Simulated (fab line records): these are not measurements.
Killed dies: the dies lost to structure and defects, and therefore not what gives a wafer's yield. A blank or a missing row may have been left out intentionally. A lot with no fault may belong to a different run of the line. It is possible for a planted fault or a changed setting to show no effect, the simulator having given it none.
One fault through the eyes of 2 desks :: flow n5-finfet :: what lay behind the numbers comes last; until then each desk has only its own

== AT THE TOOL OWNER'S DESK: krf-scanner-01 ==
The tool's own readings at N5_ZERO_LAYER_EXPOSE_08 (exposes mask ZERO, defocus 0 nm, target cd 2000 nm): means of the sampled wafers that have a number, for each lot that ran on this tool. A lot is out of limits, marked OUT, if its mean lies more than 4 standard deviations from the usual mean; the brackets give that distance.
Columns: A = exposure-dose-mJ-cm2 at N5_ZERO_LAYER_EXPOSE_08, usual 16.195
lot: L731
first seen here: day 1 12:36
A: 16.216

lot: L742
first seen here: day 4 06:29
A: 16.172

lot: L746
first seen here: day 5 06:28
A: 15.033 (-77) OUT

lot: L747
first seen here: day 5 12:29
A: 15.267 (-62) OUT

lot: L748
first seen here: day 5 18:29
A: 15.443 (-50) OUT
Finding of this desk: L746, L747, L748 out of limits; the first was L746 at day 5 06:28, on exposure-dose-mJ-cm2 at N5_ZERO_LAYER_EXPOSE_08. In limits: L731, L742.

== AT THE METROLOGY DESK ==
Lot by lot, what the gauges showed, no matter which tool ran the lot: averages of those sampled wafers that carry a number. A lot is out of limits, marked OUT, if its mean lies more than 4 standard deviations from the usual mean; the brackets give that distance. Of its 11 readings 7 are shown: the one that was out of limits first, and those that lie furthest out on some lot.
Columns: A = cd-nm at N5_ZERO_LAYER_CD_MEAS_11, usual 2000.1 nm; B = DIBL_N at N5_BEOL_M4_RC_MEAS_101, usual 35.9 mV/V; C = DIBL_P at N5_BEOL_M4_RC_MEAS_101, usual 35.9 mV/V; D = IOFF_N at N5_BEOL_M4_RC_MEAS_101, usual 0.155 nA/um; E = ION_P at N5_BEOL_M4_RC_MEAS_101, usual 460 uA/um; F = VT_N at N5_BEOL_M4_RC_MEAS_101, usual 250.0 mV; G = VT_P at N5_BEOL_M4_RC_MEAS_101, usual -251.6 mV
lot: L731
first seen here: day 1 12:46
A: 2000.8
B: 36.6
C: 37.0
D: 0.165
E: 461
F: 247.9
G: -250.8

lot: L738
first seen here: day 3 06:50
A: 2000.6
B: 34.4
C: 34.1
D: 0.133
E: 448
F: 251.7
G: -256.6

lot: L742
first seen here: day 4 06:40
A: 1999.1
B: 33.8
C: 36.3
D: 0.149
E: 465
F: 249.4
G: -249.9

lot: L746
first seen here: day 5 06:38
A: 1987.0 (-8.2) OUT
B: 36.5
C: 37.6
D: 0.166
E: 474
F: 247.9
G: -245.9

lot: L747
first seen here: day 5 12:39
A: 1987.2 (-8.1) OUT
B: 38.3
C: 36.3
D: 0.162
E: 460
F: 249.1
G: -251.5

lot: L748
first seen here: day 5 18:39
A: 1992.4 (-4.8) OUT
B: 35.7
C: 35.1
D: 0.138
E: 459
F: 252.8
G: -253.3

lot: L751
first seen here: day 6 12:46
A: 2002.2
B: 38.4
C: 39.1
D: 0.198
E: 465
F: 245.2
G: -249.8

lot: L752
first seen here: day 6 18:38
A: 2001.0
B: 36.2
C: 38.3
D: 0.208
E: 465
F: 243.9
G: -249.2

lot: L754
first seen here: day 7 06:39
A: 1998.5
B: 34.7
C: 33.7
D: 0.128
E: 455
F: 254.4
G: -252.7
Finding of this desk: L746, L747, L748 out of limits; the first was L746 at day 5 06:38, on cd-nm at N5_ZERO_LAYER_CD_MEAS_11. In limits: L731, L738, L742, L751, L752, L754.

== TAKEN TOGETHER ==
At day 5 06:28, on L746, L747, L748, the tool owner's desk was in a position to raise an alarm.
The metrology desk could have raised an alarm at day 5 06:38, on L746, L747, L748.
The lots listed all ran N5_ZERO_LAYER_EXPOSE_08 on krf-scanner-01.

== WHAT THE SIMULATOR HAD PUT IN ==
Process parameters drifting: krf-scanner-01 at N5_ZERO_LAYER_EXPOSE_08, beginning at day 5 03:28. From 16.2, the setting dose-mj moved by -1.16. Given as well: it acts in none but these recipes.
Struck lots among those shown: L746, L747, L748.
Hours from the fault's start to each desk's first reading out of limits: the tool owner's desk, 3; the metrology desk, 3.
